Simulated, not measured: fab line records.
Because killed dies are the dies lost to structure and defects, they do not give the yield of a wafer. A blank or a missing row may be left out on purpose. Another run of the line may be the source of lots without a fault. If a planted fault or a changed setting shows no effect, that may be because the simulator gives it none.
fab line records	flow nand_harc
record: lots: 24	wafers: 72	last_day: 33
route steps=1302 shown A_CHANNEL_HOLE_D2@604 A_CHANNEL_FILL_D2@613
lots with no fault: from the same line, run without faults
start_h: hours from the record's first day to the start of the lot's first wafer shown	wait_h: hours elapsed since this lot's preceding step	" identical to the entry in the row above	L1.1+2: one row covering several wafers at once	- no value, or no start was given	* or withheld: withheld	< > ~ a bound
route shown NAME@n: NAME is a module with steps in the file, n the number in the route of the first one	usual: mean/standard deviation of fault-free wafers	same: alike in all rows	chamber/n: place in a boat	sites: readings site by site	_std_site: the values' standard deviation	_edge_site: inner sites' mean taken away from outer sites' mean	radius_mm: for every site, how far away it sits from the centre of the wafer	mask NAME#n: copy n	behind: tool/chamber where the wafer was last shaped	hold: what put the lot on hold/how long, in hours/how the hold closed	device: whichever transistor did not switch (one of n, p or np)	end of line: tests of these same wafers at the route's end	where a step has no rows: the recipe by itself	killed: count of dies lost to structure and defects at first sort (not the wafer's yield)	map: a wafer's dies, x killed, . not, _ none there
set.NAME: the setting the step ran with; set.NAME@STEP: the setting that earlier step ran with	model.NAME: the simulator's own value behind a step, which no gauge read
route steps across a sampled set of lots; one table per step, one row per wafer
services: when a tool's chamber went out of use (start_h, in hours from the record's first day, below 0 if earlier), for how many hours, and the reason
== steps ==
step: NHARC_A_CHANNEL_HOLE_D2_STRIP_28
recipe: o2_flow_sccm: 500	ar_flow_sccm: 0	bias_w: 0	chemistry: O2
usual: drypump_motor_current_A: 5.7/0.42	oes_product_au: 1.004/0.012	rf_vpp_V: 57.8/0.89	showerhead_plenum_p_Torr: 3.54/0.17	throttle_valve_pct: 17.037/0.0094
lot.wafer	tool	chamber	start_h	wait_h	drypump_motor_current_A	oes_product_au	rf_hours_counter_h	rf_vpp_V	showerhead_plenum_p_Torr	throttle_valve_pct
L075.1	rie_diel-06	0	-	-	5.3	1.020	9	57.0	3.54	17.016
L075.2	"	3	"	"	5.5	1.012	9	58.2	3.61	17.049
L075.6	"	1	"	"	6.0	1.000	-	58.4	3.65	17.038
L074.2	rie_diel-08	0	-	-	5.1	1.014	7	57.8	3.43	17.037
L074.1	"	1	"	"	5.5	0.995	5	58.4	3.38	17.033
L074.5	"	3	"	"	5.8	1.009	-	58.6	3.61	17.038
L077.1	rie_diel-06	0	-	-	5.3	0.988	1	56.2	3.54	17.044
L077.2	"	1	"	"	6.0	1.000	1	59.1	3.65	17.042
L077.6	"	0	"	"	5.3	0.990	-	57.6	3.54	17.039
L076.3	rie_diel-07	1	-	-	4.9	0.988	1	58.6	3.33	17.036
L076.1	"	2	"	"	6.2	1.025	1	59.5	3.74	17.021
L076.2	"	3	"	"	6.2	1.017	1	58.7	3.73	17.038
L078.2	rie_diel-08	1	-	-	5.5	0.982	8	58.3	3.38	17.039
L078.3	"	0	"	"	5.1	1.018	9	55.9	3.43	17.027
L078.6	"	0	"	"	5.1	1.013	-	56.3	3.43	17.015
L080.1	rie_diel-08	0	-	-	5.1	1.025	10	56.5	3.43	17.035
L080.2	"	2	"	"	5.5	1.010	6	58.8	3.78	17.025
L080.3	"	3	"	"	5.9	0.998	10	58.7	3.60	17.035
L079.4	rie_diel-07	0	-	-	6.0	1.030	2	56.4	3.30	17.029
L079.2	"	2	"	"	6.2	1.021	2	58.9	3.75	17.037
L079.5	"	0	"	"	6.0	1.014	-	55.9	3.30	17.044
L081.4	rie_diel-07	0	-	-	5.9	1.023	2	58.0	3.30	17.037
L081.3	"	1	"	"	4.8	0.988	2	57.2	3.33	17.039
L081.2	"	2	"	"	6.2	1.013	2	59.8	3.74	17.036
L082.2	rie_diel-07	3	-	-	6.1	1.011	4	58.5	3.72	17.034
L082.1	"	1	"	"	4.8	0.986	4	56.4	3.33	17.041
L082.5	"	1	"	"	4.8	0.997	-	57.7	3.33	17.030
L083.4	rie_diel-06	3	-	-	5.4	0.997	7	58.6	3.60	17.042
L083.3	"	2	"	"	5.8	0.990	6	57.4	3.44	17.032
L083.6	"	0	"	"	5.3	0.984	-	57.4	3.54	17.034
L084.4	rie_diel-07	2	-	-	6.2	1.003	6	58.3	3.74	17.024
L084.6	"	0	"	"	6.0	1.001	-	57.0	3.29	17.018
L084.5	"	1	"	"	4.9	0.994	-	57.1	3.33	17.037
L085.2	rie_diel-08	1	-	-	5.5	1.014	2	58.0	3.38	17.032
L085.6	"	3	"	"	5.8	1.004	-	57.5	3.60	17.050
L085.5	"	2	"	"	5.5	1.019	-	58.5	3.78	17.033
L087.4	rie_diel-07	0	-	-	6.0	1.014	6	57.1	3.29	17.052
L087.1	"	2	"	"	6.2	1.006	6	57.1	3.74	17.022
L087.6	"	1	"	"	4.8	1.004	-	56.1	3.33	17.056
L086.3	rie_diel-07	2	-	-	6.2	1.004	6	58.0	3.74	17.023
L086.4	"	1	"	"	4.8	0.990	6	56.2	3.33	17.031
L086.5	"	2	"	"	6.2	1.000	-	57.3	3.74	17.033
L088.3	rie_diel-06	2	-	-	5.8	0.991	10	58.5	3.44	17.052
L088.5	"	2	"	"	5.8	1.004	-	59.7	3.44	17.041
L088.6	"	3	"	"	5.5	1.009	-	58.3	3.60	17.036
L089.2	rie_diel-07	0	-	-	6.0	1.023	7	56.0	3.29	17.033
L089.5	"	0	"	"	6.0	1.023	-	57.8	3.29	17.035
L089.6	"	2	"	"	6.2	1.014	-	58.4	3.74	17.059
L090.2	rie_diel-06	3	-	-	5.5	1.003	11	58.3	3.60	17.025
L090.1	"	0	"	"	5.3	0.983	10	57.8	3.54	17.033
L090.4	"	1	"	"	6.0	1.009	10	59.5	3.64	17.047
L091.4	rie_diel-07	3	-	-	6.2	1.001	9	57.7	3.72	17.038
L091.3	"	0	"	"	6.0	1.014	9	57.1	3.29	17.043
L091.1	"	2	"	"	6.2	1.005	9	56.9	3.74	17.030
L092.4	rie_diel-08	2	-	-	5.5	1.014	6	59.0	3.77	17.041
L092.1	"	3	"	"	5.8	0.990	6	57.4	3.60	17.055
L092.5	"	2	"	"	5.5	1.012	-	58.0	3.77	17.029
L093.4	rie_diel-06	3	-	-	5.5	0.995	12	56.5	3.60	17.055
L093.1	"	0	"	"	5.3	0.976	10	56.3	3.54	17.036
L093.2	"	2	"	"	5.8	0.992	12	57.5	3.44	17.037
L095.1	rie_diel-06	1	-	-	6.0	1.004	0	58.9	3.64	17.034
L095.2	"	2	"	"	5.8	1.019	0	58.0	3.44	17.047
L095.4	"	3	"	"	5.5	0.997	0	57.1	3.60	17.040
L094.3	rie_diel-08	3	-	-	5.8	0.992	7	58.2	3.60	17.037
L094.4	"	0	"	"	5.1	0.996	7	56.8	3.43	17.041
L094.6	"	3	"	"	5.8	1.002	-	58.6	3.60	17.024
L097.2	rie_diel-07	0	-	-	5.9	1.003	2	56.1	3.29	17.040
L097.3	"	1	"	"	4.8	0.978	1	56.6	3.33	17.043
L097.4	"	2	"	"	6.2	0.993	3	59.3	3.74	17.041
L096.2	rie_diel-08	2	-	-	5.5	1.002	9	57.2	3.77	17.036
L096.3	"	0	"	"	5.1	0.979	8	56.6	3.43	17.025
L096.6	"	3	"	"	5.9	0.997	-	58.1	3.60	17.047
step: NHARC_A_CHANNEL_HOLE_D2_CD_MEAS_31
usual: cd_nm: 89.5/1.7
lot.wafer	tool	chamber	start_h	wait_h	cd_nm
L075.1	cd_sem-03	-	301.07	-	92.3
L075.2	"	-	"	"	86.6
L075.6	"	-	"	"	91.8
L074.1	cd_sem-03	-	305.23	-	88.1
L074.2	"	-	"	"	90.6
L074.5	"	-	"	"	90.8
L077.1	cd_sem-03	-	322.92	-	90.0
L077.2	"	-	"	"	88.7
L077.6	"	-	"	"	88.7
L076.1	cd_sem-03	-	323.80	-	89.0
L076.2	"	-	"	"	90.0
L076.3	"	-	"	"	91.4
L078.2	cd_sem-03	-	328.71	-	88.6
L078.3	"	-	"	"	89.1
L078.6	"	-	"	"	89.4
L080.1	cd_sem-02	-	343.29	-	90.6
L080.2	"	-	"	"	90.4
L080.3	"	-	"	"	90.3
L079.2	cd_sem-03	-	349.87	-	89.3
L079.4	"	-	"	"	91.2
L079.5	"	-	"	"	92.4
L081.2	cd_sem-02	-	359.39	-	89.7
L081.3	"	-	"	"	92.9
L081.4	"	-	"	"	90.5
L082.1	cd_sem-03	-	377.70	-	90.9
L082.2	"	-	"	"	91.1
L082.5	"	-	"	"	90.2
L083.3	cd_sem-03	-	380.84	-	90.1
L083.4	"	-	"	"	88.8
L083.6	"	-	"	"	87.2
L084.4	cd_sem-02	-	408.26	-	90.6
L084.5	"	-	"	"	89.9
L084.6	"	-	"	"	92.2
L085.2	cd_sem-02	-	416.01	-	85.8
L085.5	"	-	"	"	85.1
L085.6	"	-	"	"	88.8
L087.1	cd_sem-02	-	416.60	-	89.4
L087.4	"	-	"	"	90.4
L087.6	"	-	"	"	90.2
L086.3	cd_sem-02	-	420.00	-	89.4
L086.4	"	-	"	"	91.0
L086.5	"	-	"	"	89.6
L088.3	cd_sem-03	-	446.34	-	87.0
L088.5	"	-	"	"	86.8
L088.6	"	-	"	"	88.3
L089.2	cd_sem-02	-	448.36	-	89.8
L089.5	"	-	"	"	88.5
L089.6	"	-	"	"	91.0
L090.1	cd_sem-03	-	464.12	-	89.1
L090.2	"	-	"	"	88.1
L090.4	"	-	"	"	91.2
L091.1	cd_sem-03	-	465.03	-	91.2
L091.3	"	-	"	"	92.3
L091.4	"	-	"	"	86.8
L092.1	cd_sem-03	-	479.07	0.1	89.0
L092.4	"	-	"	"	89.9
L092.5	"	-	"	"	88.7
L093.1	cd_sem-02	-	479.54	-	86.2
L093.2	"	-	"	"	89.4
L093.4	"	-	"	"	88.4
L095.1	cd_sem-01	-	506.30	-	86.3
L095.2	"	-	"	"	89.5
L095.4	"	-	"	"	86.4
L094.3	cd_sem-03	-	506.46	-	90.0
L094.4	"	-	"	"	92.0
L094.6	"	-	"	"	89.4
L097.2	cd_sem-01	-	517.79	-	91.8
L097.3	"	-	"	"	90.4
L097.4	"	-	"	"	92.3
L096.2	cd_sem-01	-	519.63	-	87.0
L096.3	"	-	"	"	90.2
L096.6	"	-	"	"	89.1
step: NHARC_A_CHANNEL_FILL_D2_ALD_03
recipe: target_thk_a: 60	pulse_time_s: 60	ald_cycles: 58	temp_c: 630	pressure_torr: 2	material: SiNx
usual: precursor_pulse_height_rel: 1.002/0.019	susceptor_temp_C: 629.96/0.26
lot.wafer	tool	chamber	start_h	wait_h	precursor_pulse_height_rel	susceptor_temp_C
L075.1	ald_sin_batch-02	0	-	-	1.004	-
L075.2	"	0	"	"	1.000	-
L075.6	"	0	"	"	1.003	-
L074.1	ald_sin_batch-02	0	-	-	1.001	629.95
L074.2	"	0	"	"	1.029	629.80
L074.5	"	0	"	"	0.992	630.38
L076.1	ald_sin_batch-03	0	-	-	1.001	630.31
L076.2	"	0	"	"	0.974	630.46
L076.3	"	0	"	"	1.008	630.30
L077.1	ald_sin_batch-03	0	-	-	1.000	629.89
L077.2	"	0	"	"	0.979	629.55
L077.6	"	0	"	"	1.039	629.76
L078.2	ald_sin_batch-01	0	-	-	0.989	629.98
L078.3	"	0	"	"	1.015	630.14
L078.6	"	0	"	"	1.031	629.97
L080.1	ald_sin_batch-01	0	-	-	1.013	-
L080.2	"	0	"	"	1.023	-
L080.3	"	0	"	"	1.001	-
L079.2	ald_sin_batch-01	0	-	-	0.978	-
L079.4	"	0	"	"	0.994	-
L079.5	"	0	"	"	1.035	-
L081.2	ald_sin_batch-02	0	-	-	1.005	-
L081.3	"	0	"	"	1.002	-
L081.4	"	0	"	"	0.969	-
L082.1	ald_sin_batch-02	0	-	-	0.978	629.86
L082.2	"	0	"	"	0.990	630.05
L082.5	"	0	"	"	1.016	629.86
L083.3	ald_sin_batch-02	0	-	-	1.027	629.92
L083.4	"	0	"	"	0.997	630.00
L083.6	"	0	"	"	0.969	629.37
L084.4	ald_sin_batch-01	0	-	-	0.997	-
L084.5	"	0	"	"	0.994	-
L084.6	"	0	"	"	1.005	-
L085.2	ald_sin_batch-02	0	-	-	1.012	-
L085.5	"	0	"	"	0.973	-
L085.6	"	0	"	"	0.992	-
L087.1	ald_sin_batch-02	0	-	-	1.028	-
L087.4	"	0	"	"	0.986	-
L087.6	"	0	"	"	0.991	-
L086.3	ald_sin_batch-02	0	-	-	0.994	629.84
L086.4	"	0	"	"	1.005	630.10
L086.5	"	0	"	"	0.997	629.88
L088.3	ald_sin_batch-03	0	-	-	1.014	-
L088.5	"	0	"	"	1.001	-
L088.6	"	0	"	"	1.002	-
L089.2	ald_sin_batch-03	0	-	-	0.994	-
L089.5	"	0	"	"	0.971	-
L089.6	"	0	"	"	0.972	-
L090.1	ald_sin_batch-01	0	-	-	1.047	630.21
L090.2	"	0	"	"	0.982	629.74
L090.4	"	0	"	"	1.011	629.96
L091.1	ald_sin_batch-01	0	-	-	1.012	629.28
L091.3	"	0	"	"	1.028	629.83
L091.4	"	0	"	"	0.998	629.51
L092.1	ald_sin_batch-02	0	-	-	0.977	630.27
L092.4	"	0	"	"	0.980	630.41
L092.5	"	0	"	"	1.030	630.04
L093.1	ald_sin_batch-02	0	-	-	0.988	630.26
L093.2	"	0	"	"	1.008	630.14
L093.4	"	0	"	"	0.989	630.27
L094.3	ald_sin_batch-02	0	-	-	1.026	630.12
L094.4	"	0	"	"	1.047	630.22
L094.6	"	0	"	"	0.984	629.77
L095.1	ald_sin_batch-02	0	-	-	1.008	629.82
L095.2	"	0	"	"	0.994	629.69
L095.4	"	0	"	"	1.034	630.02
L096.2	ald_sin_batch-02	0	-	-	0.998	630.51
L096.3	"	0	"	"	1.035	630.06
L096.6	"	0	"	"	0.975	630.29
L097.2	ald_sin_batch-02	0	-	-	1.016	629.85
L097.3	"	0	"	"	1.008	629.68
L097.4	"	0	"	"	0.982	629.58
step: NHARC_A_CHANNEL_FILL_D2_THK_MEAS_06
recipe: thk_meas_gauge: ellipsometry
usual: thk_nm: 5.2/0.87
lot.wafer	tool	chamber	start_h	wait_h	thk_nm
L075.1	film_metro-02	-	338.20	0.4	5.6
L075.2	"	-	"	"	5.3
L075.6	"	-	"	"	5.3
L074.1	film_metro-01	-	338.20	0.4	5.5
L074.2	"	-	"	"	6.3
L074.5	"	-	"	"	4.9
L076.1	film_metro-02	-	358.25	0.4	4.7
L076.2	"	-	"	"	3.7
L076.3	"	-	"	"	5.9
L077.1	film_metro-01	-	358.25	0.4	4.2
L077.2	"	-	"	"	5.4
L077.6	"	-	"	"	3.6
L078.2	film_metro-02	-	373.41	0.4	4.2
L078.3	"	-	"	"	6.3
L078.6	"	-	"	"	5.5
L080.1	film_metro-01	-	385.53	0.4	4.5
L080.2	"	-	"	"	3.3
L080.3	"	-	"	"	5.3
L079.2	film_metro-02	-	395.09	0.4	4.5
L079.4	"	-	"	"	5.2
L079.5	"	-	"	"	5.3
L081.2	film_metro-01	-	395.09	0.4	3.5
L081.3	"	-	"	"	4.8
L081.4	"	-	"	"	3.5
L082.1	film_metro-02	-	423.78	0.4	4.4
L082.2	"	-	"	"	5.7
L082.5	"	-	"	"	6.1
L083.3	film_metro-01	-	423.78	0.4	4.3
L083.4	"	-	"	"	4.9
L083.6	"	-	"	"	4.7
L084.4	film_metro-02	-	444.47	0.4	6.5
L084.5	"	-	"	"	5.0
L084.6	"	-	"	"	6.1
L087.1	film_metro-02	-	451.71	0.4	4.7
L087.4	"	-	"	"	6.2
L087.6	"	-	"	"	6.0
L085.2	film_metro-01	-	451.71	0.4	6.0
L085.5	"	-	"	"	4.1
L085.6	"	-	"	"	5.1
L086.3	film_metro-02	-	455.90	0.4	4.6
L086.4	"	-	"	"	6.1
L086.5	"	-	"	"	4.0
L089.2	film_metro-02	-	482.46	0.4	5.0
L089.5	"	-	"	"	6.0
L089.6	"	-	"	"	5.1
L088.3	film_metro-01	-	482.46	0.4	4.6
L088.5	"	-	"	"	5.7
L088.6	"	-	"	"	3.6
L090.1	film_metro-01	-	502.31	0.4	4.9
L090.2	"	-	"	"	4.8
L090.4	"	-	"	"	5.3
L091.1	film_metro-02	-	502.31	0.4	4.6
L091.3	"	-	"	"	4.0
L091.4	"	-	"	"	5.6
L092.1	film_metro-02	-	516.44	0.4	6.2
L092.4	"	-	"	"	4.6
L092.5	"	-	"	"	5.4
L093.1	film_metro-01	-	516.44	0.4	4.2
L093.2	"	-	"	"	6.4
L093.4	"	-	"	"	5.9
L095.1	film_metro-01	-	541.80	0.4	3.6
L095.2	"	-	"	"	5.6
L095.4	"	-	"	"	5.0
L094.3	film_metro-02	-	541.80	0.4	4.6
L094.4	"	-	"	"	4.1
L094.6	"	-	"	"	5.0
L096.2	film_metro-02	-	554.35	0.4	4.7
L096.3	"	-	"	"	5.9
L096.6	"	-	"	"	5.9
L097.2	film_metro-01	-	554.35	0.4	6.1
L097.3	"	-	"	"	5.7
L097.4	"	-	"	"	4.7
step: NHARC_A_CHANNEL_FILL_D2_ALD_25
recipe: target_thk_a: 600	pulse_time_s: 10	ald_cycles: 600	temp_c: 300	material: SiOx
usual: heater_power_w: 450/54	precursor_pulse_height_rel: 1.000/0.023	susceptor_temp_C: 300.00/0.19
lot.wafer	tool	chamber	start_h	wait_h	heater_power_w	precursor_pulse_height_rel	susceptor_temp_C
L075.1	ald_hk-01	0	338.26	0.1	505	1.003	299.95
L075.2	"	2	339.48	1.3	436	0.988	300.09
L075.6	"	0	340.69	2.5	527	0.990	300.22
L074.1	ald_hk-03	2	338.87	0.7	416	0.975	300.08
L074.2	"	0	340.09	1.9	426	1.005	299.86
L074.5	"	1	"	"	327	0.994	299.83
L077.2	ald_hk-01	3	358.31	0.1	440	0.997	299.91
L077.1	"	1	359.54	1.3	407	1.033	299.82
L077.6	"	0	361.39	3.1	511	1.029	299.75
L076.1	ald_hk-03	3	358.94	0.7	477	1.024	300.10
L076.2	"	0	"	"	423	1.006	299.89
L076.3	"	1	"	"	335	0.986	299.99
L078.2	ald_hk-03	0	374.87	1.5	421	1.017	300.15
L078.3	"	1	"	"	343	1.021	299.93
L078.6	"	0	377.29	3.9	422	1.048	300.23
L080.3	ald_hk-03	1	385.58	0.0	335	1.003	300.03
L080.1	"	2	"	"	413	1.036	299.74
L080.2	"	3	"	"	474	1.031	300.06
L079.4	ald_hk-02	3	395.75	0.7	525	0.984	299.59
L079.2	"	0	"	"	531	0.993	300.00
L079.5	"	3	398.17	3.1	531	0.990	299.68
L081.2	ald_hk-01	2	395.77	0.7	434	0.993	300.02
L081.4	"	3	"	"	435	1.013	300.21
L081.3	"	0	"	"	496	1.015	299.97
L082.1	ald_hk-01	0	423.83	0.1	523	0.988	300.09
L082.2	"	3	425.69	1.9	426	0.999	300.00
L082.5	"	0	"	"	531	1.039	299.97
L083.4	ald_hk-02	0	424.44	0.7	524	0.988	300.08
L083.3	"	2	425.67	1.9	418	1.002	300.34
L083.6	"	3	"	"	530	1.015	299.93
L084.4	ald_hk-01	2	446.37	1.9	436	0.993	299.81
L084.5	"	3	"	"	441	0.983	299.76
L084.6	"	0	"	"	512	0.983	300.00
L087.4	ald_hk-03	2	452.38	0.7	410	1.023	300.27
L087.1	"	3	"	"	455	0.964	300.16
L087.6	"	1	454.23	2.5	341	0.968	300.10
L085.2	ald_hk-01	0	452.38	0.7	518	1.005	299.74
L085.5	"	3	454.24	2.5	433	1.014	300.11
L085.6	"	0	"	"	509	0.980	299.71
L086.3	ald_hk-02	2	456.57	0.7	423	1.004	300.13
L086.4	"	3	"	"	536	0.990	300.05
L086.5	"	1	458.43	2.5	427	0.973	300.34
L089.2	ald_hk-03	0	483.72	1.3	431	1.006	299.91
L089.6	"	2	484.94	2.5	407	0.975	299.77
L089.5	"	3	"	"	455	1.007	300.13
L088.3	ald_hk-02	1	483.74	1.3	444	0.998	299.86
L088.6	"	3	484.97	2.5	543	1.013	299.93
L088.5	"	0	"	"	538	1.001	299.97
L090.4	ald_hk-02	0	502.36	0.0	534	1.008	300.29
L090.2	"	1	"	"	440	1.044	299.90
L090.1	"	2	"	"	409	1.004	300.09
L091.1	ald_hk-01	1	502.37	0.1	424	0.991	299.86
L091.4	"	2	"	"	422	0.983	299.75
L091.3	"	3	"	"	406	1.011	300.18
L092.4	ald_hk-02	3	516.50	0.0	532	1.019	299.78
L092.1	"	2	518.35	1.9	428	1.008	299.89
L092.5	"	3	"	"	542	0.992	300.10
L093.4	ald_hk-03	2	516.50	0.0	423	0.961	300.13
L093.2	"	3	"	"	451	1.019	299.75
L093.1	"	1	518.33	1.9	350	0.988	300.23
L095.4	ald_hk-02	2	541.85	0.0	429	0.944	299.50
L095.1	"	3	"	"	514	0.970	300.31
L095.2	"	0	"	"	525	1.001	299.86
L094.3	ald_hk-01	3	543.07	1.3	423	1.046	300.14
L094.4	"	0	"	"	491	1.014	300.10
L094.6	"	2	544.90	3.1	417	0.997	299.94
L096.3	ald_hk-02	0	554.40	0.0	550	0.997	299.74
L096.2	"	3	556.23	1.9	511	1.023	299.96
L096.6	"	1	557.45	3.1	435	1.026	299.85
L097.3	ald_hk-01	0	554.43	0.1	476	1.013	300.19
L097.4	"	2	555.65	1.3	420	1.034	300.32
L097.2	"	3	"	"	411	1.018	299.92
step: NHARC_A_CHANNEL_FILL_D2_CMP_10
recipe: target_thk_nm: 150
usual: motor_current_A: 11.8/1.6	slurry_flow_ml_min: 150.0/0.49	time_to_endpoint_s: 15.8/2.1
lot.wafer	tool	chamber	start_h	wait_h	motor_current_A	slurry_flow_ml_min	time_to_endpoint_s
L074.1	cmp-04	1	349.59	0.4	11.9	149.7	17.5
L074.2	"	0	"	"	8.5	150.9	12.2
L074.5	"	2	"	"	11.2	149.7	13.9
L075.2	cmp-01	0	349.59	0.4	12.6	149.7	17.1
L075.1	"	2	"	"	12.8	150.3	16.0
L075.6	"	0	"	"	12.6	149.4	16.8
L076.2	cmp-01	1	369.59	0.4	10.4	150.7	14.8
L076.3	"	2	"	"	12.4	149.6	15.7
L076.1	"	0	"	"	12.4	150.5	17.2
L077.2	cmp-03	1	369.62	0.4	12.2	150.3	16.8
L077.1	"	2	"	"	9.4	150.5	18.3
L077.6	"	1	"	"	11.7	149.4	16.1
L078.3	cmp-01	3	386.12	0.4	12.1	149.9	15.2
L078.2	"	0	"	"	12.9	149.3	17.1
L078.6	"	2	"	"	12.9	150.4	14.8
L080.3	cmp-04	2	396.97	0.4	11.5	149.7	16.6
L080.2	"	3	"	"	12.8	149.9	17.3
L080.1	"	0	"	"	8.5	149.7	15.6
L081.4	cmp-03	2	406.31	0.4	9.5	151.0	14.3
L081.3	"	3	"	"	12.5	149.8	17.3
L081.2	"	1	"	"	12.7	150.2	16.9
L079.4	cmp-01	0	406.36	0.4	12.7	150.2	19.7
L079.2	"	1	"	"	10.1	149.3	12.9
L079.5	"	3	"	"	12.6	149.9	17.1
L083.4	cmp-03	1	435.16	0.4	12.4	150.7	14.0
L083.3	"	3	"	"	13.5	149.9	16.1
L083.6	"	2	"	"	9.3	150.5	16.3
L082.1	cmp-01	0	435.21	0.4	12.4	150.5	19.4
L082.2	"	1	"	"	10.1	149.0	15.1
L082.5	"	2	"	"	12.9	150.2	17.3
L084.4	cmp-03	1	455.80	0.4	12.6	150.0	14.3
L084.6	"	1	"	"	11.8	150.4	15.2
L084.5	"	2	"	"	9.6	150.1	16.4
L087.1	cmp-04	1	463.17	0.4	12.8	150.2	14.9
L087.4	"	3	"	"	11.9	149.5	16.5
L087.6	"	1	"	"	12.1	150.2	14.8
L085.2	cmp-01	1	463.24	0.4	9.8	150.4	15.3
L085.6	"	2	"	"	12.4	150.8	16.1
L085.5	"	3	"	"	12.9	151.6	16.7
L086.4	cmp-01	0	467.43	0.4	12.4	150.4	19.6
L086.3	"	3	"	"	12.2	149.4	17.9
L086.5	"	1	"	"	9.7	150.4	16.3
L088.3	cmp-04	3	493.88	0.4	12.7	150.4	15.2
L088.5	"	1	"	"	11.8	149.9	15.5
L088.6	"	2	"	"	11.5	149.4	16.1
L089.2	cmp-01	2	493.90	0.4	12.6	149.9	11.4
L089.6	"	3	"	"	12.8	150.3	14.8
L089.5	"	0	"	"	12.0	148.7	15.7
L091.3	cmp-01	2	513.62	0.4	12.5	150.7	18.6
L091.4	"	3	"	"	13.0	150.1	16.3
L091.1	"	1	"	"	9.9	150.7	17.6
L090.2	cmp-04	2	513.64	0.4	11.7	149.8	19.2
L090.1	"	3	"	"	13.1	149.3	17.0
L090.4	"	0	"	"	8.2	149.7	17.6
L093.4	cmp-03	0	527.91	0.4	15.8	150.0	13.4
L093.2	"	1	"	"	12.3	150.3	12.2
L093.1	"	2	"	"	9.5	150.6	13.1
L092.1	cmp-01	2	527.91	0.4	11.9	149.4	16.9
L092.4	"	0	"	"	12.6	149.4	17.2
L092.5	"	2	"	"	11.8	149.4	14.6
L094.4	cmp-01	2	553.07	0.4	12.6	149.4	13.3
L094.3	"	0	"	"	12.1	150.1	16.8
L094.6	"	3	"	"	12.9	149.9	14.6
L095.2	cmp-04	0	553.09	0.4	8.3	149.4	14.5
L095.4	"	1	"	"	11.5	149.8	17.2
L095.1	"	2	"	"	11.0	149.6	14.5
L096.3	cmp-04	1	567.29	0.4	11.7	149.7	16.9
L096.2	"	0	"	"	8.2	149.7	16.3
L096.6	"	2	"	"	11.2	150.6	15.8
L097.4	cmp-01	0	567.29	0.4	12.0	150.5	16.0
L097.2	"	2	"	"	13.1	150.3	16.2
L097.3	"	3	"	"	13.1	149.9	17.8
== services ==
tool	chamber	start_h	hours	kind
rie_diel-08	2	276.68	20.8	repair
cmp-01	-	283.50	4.0	pm
rie_diel-07	-	294.20	9.0	pm
ald_hk-01	-	296.00	10.0	pm
cmp-04	-	307.19	4.0	pm
rie_diel-06	-	307.20	9.0	pm
cmp-01	-	332.68	0.9	repair
ald_hk-02	-	353.74	10.0	pm
cmp-01	-	361.38	0.3	repair
rie_diel-07	0	374.98	5.6	repair
ald_hk-02	-	379.74	11.0	repair
cmp-01	-	381.50	4.0	pm
rie_diel-07	1	445.56	8.5	repair
cmp-01	-	445.77	0.5	repair
rie_diel-07	-	471.20	9.0	pm
cmp-01	-	479.50	4.0	pm
ald_hk-02	-	487.98	1.1	repair
rie_diel-07	1	498.53	7.9	repair
rie_diel-07	3	500.99	3.9	repair
cmp-01	-	502.15	3.1	repair
rie_diel-07	1	523.99	7.7	repair
ald_hk-02	-	531.74	10.0	pm
cmp-01	-	558.45	1.2	repair
rie_diel-07	0	560.61	4.9	repair
== key ==
fault none
